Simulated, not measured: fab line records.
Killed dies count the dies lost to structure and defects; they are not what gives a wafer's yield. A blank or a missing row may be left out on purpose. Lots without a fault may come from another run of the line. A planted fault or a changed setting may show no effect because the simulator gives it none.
Matching of chambers + flow n5 finfet + 4 sister chambers for N5_DUMMY_GATE_ETCH_23 on rie si-06
The step etches poly-Si in HBr/Cl2/O2, target depth 41 nm, time 22.3 s. 24 wafers are shown with their chamber, then 12 later ones without.

## WAFERS WITH THEIR CHAMBER
| wafer  | chamber | throttle valve pct (%) | drypump motor current A (A) | oes product au (a.u.) |
|--------|---------|------------------------|-----------------------------|-----------------------|
| L076.1 | 1       | 36.8                   | 5.6                         | 1.002                 |
| L076.3 | 2       | 37.1                   | 5.7                         | 0.958                 |
| L076.6 | 3       | 37.1                   | 6.7                         | 0.979                 |
| L077.1 | 0       | 37.6                   | 5.8                         | 0.991                 |
| L077.3 | 3       | 37.1                   | 6.7                         | 0.983                 |
| L077.5 | 1       | 36.9                   | 5.7                         | 1.005                 |
| L079.3 | 3       | 37.1                   | 6.7                         | 0.985                 |
| L079.4 | 1       | 36.9                   | 5.6                         | 0.987                 |
| L079.6 | 0       | 37.6                   | 5.8                         | 1.010                 |
| L080.1 | 3       | 37.1                   | 6.7                         | 0.989                 |
| L080.2 | 2       | 37.1                   | 5.7                         | 0.977                 |
| L080.6 | 2       | 37.1                   | 5.7                         | 0.974                 |
| L082.2 | 2       | 37.1                   | 5.7                         | 0.958                 |
| L082.4 | 0       | 37.6                   | 5.8                         | 1.000                 |
| L082.6 | 2       | 37.1                   | 5.7                         | 0.969                 |
| L083.2 | 3       | 37.1                   | 6.8                         | 1.000                 |
| L083.4 | 0       | 37.6                   | 5.8                         | 1.011                 |
| L083.5 | 1       | 36.8                   | 5.7                         | 0.985                 |
| L084.1 | 2       | 37.1                   | 5.7                         | 0.981                 |
| L084.3 | 3       | 37.1                   | 6.7                         | 0.975                 |
| L084.4 | 0       | 37.6                   | 5.8                         | 1.001                 |
| L086.1 | 3       | 37.1                   | 6.7                         | 0.995                 |
| L086.2 | 0       | 37.6                   | 5.8                         | 1.009                 |
| L086.5 | 1       | 36.9                   | 5.7                         | 1.005                 |

SIGNATURES (means of the wafers above)
| reading                 | chamber 0 | chamber 1 | chamber 2 | chamber 3 | scatter within a chamber |
|-------------------------|-----------|-----------|-----------|-----------|--------------------------|
| throttle valve pct      | 37.600    | 36.860    | 37.100    | 37.100    | 0.0245                   |
| drypump motor current A | 5.800     | 5.660     | 5.700     | 6.714     | 0.0321                   |
| oes product au          | 1.00367   | 0.99680   | 0.96950   | 0.98657   | 0.00905                  |
Rule: for a wafer and a chamber, the distance is found by dividing, reading by reading, the gap between the wafer's reading and the chamber's mean by the reading's scatter, squaring, summing and taking the root. The wafer belongs to the nearest chamber; if the next one is less than 2 further off, it can't be placed. The scatter: take each reading less its chamber's mean, square it, sum over the shown wafers, divide by the number of wafers less the number of chambers, and take the root.

## WAFERS WITHOUT THEIR CHAMBER
| wafer  | throttle valve pct (%) | drypump motor current A (A) | oes product au (a.u.) |
|--------|------------------------|-----------------------------|-----------------------|
| L088.2 | 37.1                   | 5.7                         | 0.972                 |
| L088.3 | 36.9                   | 5.6                         | 0.999                 |
| L088.5 | 36.9                   | 5.6                         | 0.991                 |
| L092.2 | 37.1                   | 5.7                         | 0.978                 |
| L092.5 | 36.8                   | 5.6                         | 0.992                 |
| L092.6 | 37.1                   | 5.7                         | 0.974                 |
| L095.1 | 37.6                   | 5.8                         | 1.009                 |
| L095.5 | 37.6                   | 5.8                         | 1.005                 |
| L095.6 | 37.1                   | 6.7                         | 0.989                 |
| L097.1 | 36.9                   | 5.6                         | 0.997                 |
| L097.4 | 37.1                   | 6.8                         | 0.977                 |
| L097.5 | 37.1                   | 5.7                         | 0.968                 |

## EACH ONE'S CHAMBER
| wafer  | from the rows above | in truth |
|--------|---------------------|----------|
| L088.2 | 2                   | 2        |
| L088.3 | 1                   | 1        |
| L088.5 | 1                   | 1        |
| L092.2 | 2                   | 2        |
| L092.5 | 1                   | 1        |
| L092.6 | 2                   | 2        |
| L095.1 | 0                   | 0        |
| L095.5 | 0                   | 0        |
| L095.6 | 3                   | 3        |
| L097.1 | 1                   | 1        |
| L097.4 | 3                   | 3        |
| L097.5 | 2                   | 2        |
Placed correctly: 12 of 12. From these rows, 0 cannot be placed. 0 placed wrongly.
